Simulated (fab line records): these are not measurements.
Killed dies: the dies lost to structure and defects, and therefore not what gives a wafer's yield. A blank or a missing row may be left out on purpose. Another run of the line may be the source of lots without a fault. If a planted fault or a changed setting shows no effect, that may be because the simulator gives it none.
A struck lot beside a sound one    flow nand_harc    14 steps out of a route of 1302
Sound: wafers L824.1, L824.3, L824.4. Wafers struck: L839.1, L839.4, L839.6. At the end, the cause is stated.
For every step that has rows: the tool of each side, followed by ch and its chambers, followed by its first start. Under that, the readings that differ: sound wafers    struck wafers    difference of the means    sigmas: that difference in standard deviations of wafers without a fault.
alike: words and numbers the same on both sides, and readings whose means are apart by under 2 such deviations; not compared: readings that were withheld, readings missing a value for some wafer, numbers with overlapping values and no deviation given by the record, and bounds like >300 which may hide the same value.
A row with sigmas, a row that says differs or no value, or rows on one side alone: a step with any of these is where the two part. Numbers that have no deviation but don't overlap get no sigmas and don't part them. A reading missing from all wafers of one side parts the sides only when that side holds two or more wafers.

first, 7 steps without rows for these wafers: NHARC_A_STAIRCASE_COAT_211; NHARC_A_STAIRCASE_SOFTBAKE_212 (time 170 s); NHARC_A_STAIRCASE_EBR_213; NHARC_A_STAIRCASE_EXPOSE_214 (exposes mask STAIR 3); NHARC_A_STAIRCASE_PEB_215 (peb time 130 s); NHARC_A_STAIRCASE_DEVELOP_216 (time 140 s); NHARC_A_STAIRCASE_HARDBAKE_218 (time 140 s).
NHARC_A_STAIRCASE_DESCUM_219: chemistry O2, time 3 s.
  sound on rie_diel-01 ch 0,1,3, day 15 12:26; struck on rie_diel-05 ch 1,2,3, day 22 06:46
  alike: chamber_pressure_mTorr, drypump_motor_current_A, mfc_ar_sccm, o2_flow_sccm, oes_product_au, rf_vpp_V, showerhead_plenum_p_Torr, throttle_valve_pct
  not compared: rf_hours_counter_h
NHARC_A_STAIRCASE_TRIM_220: chemistry O2, time 211.2 s.
  sound on rie_diel-01 ch 0,1,2, day 15 12:32; struck on rie_diel-05 ch 0,2, day 22 06:51
  alike: chamber_pressure_mTorr, drypump_motor_current_A, mfc_ar_sccm, o2_flow_sccm, oes_product_au, rf_vpp_V, showerhead_plenum_p_Torr, throttle_valve_pct
  not compared: rf_hours_counter_h
NHARC_A_STAIRCASE_ETCH_221: etches the open film in C4F8/O2, target depth 100 nm, time 40.5 s.
  sound: rie_diel-01 ch 0,1,2; struck: rie_diel-05 ch 1,2,3
  alike: chamber_pressure_mTorr, oes_product_au, rf_vpp_V
  not compared: rf_hours_counter_h
NHARC_A_STAIRCASE_TRIM_222: chemistry O2, time 211.2 s.
  sound: rie_diel-01 ch 0,1,3; struck: rie_diel-05 ch 0,1,2
  alike: chamber_pressure_mTorr, drypump_motor_current_A, mfc_ar_sccm, o2_flow_sccm, oes_product_au, rf_vpp_V, showerhead_plenum_p_Torr, throttle_valve_pct
  not compared: rf_hours_counter_h
NHARC_A_STAIRCASE_ETCH_223: etches the open film in C4F8/O2, target depth 100 nm, time 40.5 s.
  sound on rie_diel-01 ch 0,1,3, day 15 12:55; struck on rie_diel-05 ch 0,2,3, day 22 07:14
reading                sound              struck             difference  sigmas
oes_product_au (a.u.)  0.960 0.934 0.946  1.359 1.329 1.342  +0.397      +25
  alike: chamber_pressure_mTorr, rf_vpp_V
  not compared: rf_hours_counter_h
NHARC_A_STAIRCASE_TRIM_224: chemistry O2, time 211.2 s.
  sound: rie_diel-01 ch 0,1,2; struck: rie_diel-05 ch 2,3
  alike: chamber_pressure_mTorr, drypump_motor_current_A, mfc_ar_sccm, o2_flow_sccm, oes_product_au, rf_vpp_V, showerhead_plenum_p_Torr, throttle_valve_pct
  not compared: rf_hours_counter_h
-- record jumps: 8 days between struck wafers' starts before vs after; left off in module A_STAIRCASE, resumes in module END, first step shown is number 1302 of the route --
NHARC_END_SORT_01:
  only the struck wafers appear in the record here, on prober-01 ch 0 at day 29 19:19; the sound ones have no rows

WHERE THEY PART
First at NHARC_A_STAIRCASE_ETCH_223; last, within this record, at NHARC_END_SORT_01.

WHY: whatever the simulator had introduced
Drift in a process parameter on rie_diel-05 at NHARC_A_STAIRCASE_ETCH_223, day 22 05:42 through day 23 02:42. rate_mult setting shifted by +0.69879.
